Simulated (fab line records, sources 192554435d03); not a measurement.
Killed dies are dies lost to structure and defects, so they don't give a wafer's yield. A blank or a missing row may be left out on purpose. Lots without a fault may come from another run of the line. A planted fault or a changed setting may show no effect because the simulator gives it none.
Chamber matching | flow n5_finfet | N5_FIN_SAQP_ETCH_65 on rie_si-05: 4 sister chambers
The step etches SiO2 in CF4, target depth 4 nm, time 4.4 s. 4 wafers are shown with their chamber, then 9 later ones without.

WAFERS WITH THEIR CHAMBER
wafer  | chamber | throttle_valve_pct (%)
L084.1 | 3       | 21.55
L087.1 | 2       | 22.14
L087.5 | 0       | 21.78
L087.6 | 1       | 21.60

WAFERS WITHOUT THEIR CHAMBER
wafer  | throttle_valve_pct (%)
L093.1 | 21.52
L093.4 | 22.16
L093.6 | 21.53
L095.3 | 22.15
L095.5 | 22.13
L095.6 | 21.59
L097.1 | 22.13
L097.2 | 21.76
L097.3 | 21.60

WHICH CHAMBER EACH WENT THROUGH
wafer  | from the rows above     | in truth
L093.1 | 3                       | 3
L093.4 | 2                       | 2
L093.6 | 3                       | 3
L095.3 | 2                       | 2
L095.5 | 2                       | 2
L095.6 | can't be placed: 1 or 3 | 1
L097.1 | 2                       | 2
L097.2 | 0                       | 0
L097.3 | 1                       | 1
Placed correctly: 8 of 9. Can't be placed from these rows: 1 (the true chamber is among the candidates in 1). Placed wrongly: 0.
How it was worked out, from the rows above alone: a wafer's distance from a chamber is the root of the sum, over the readings, of the square of ((its reading less the chamber's mean) divided by the reading's scatter). The wafer belongs to the nearest chamber; if the next one is less than 2 further off, it can't be placed. A chamber's mean is the mean of its shown wafers. The scatter: with one shown wafer a chamber, the root of the mean of the squares of how far each hidden wafer lies from its nearest shown one.
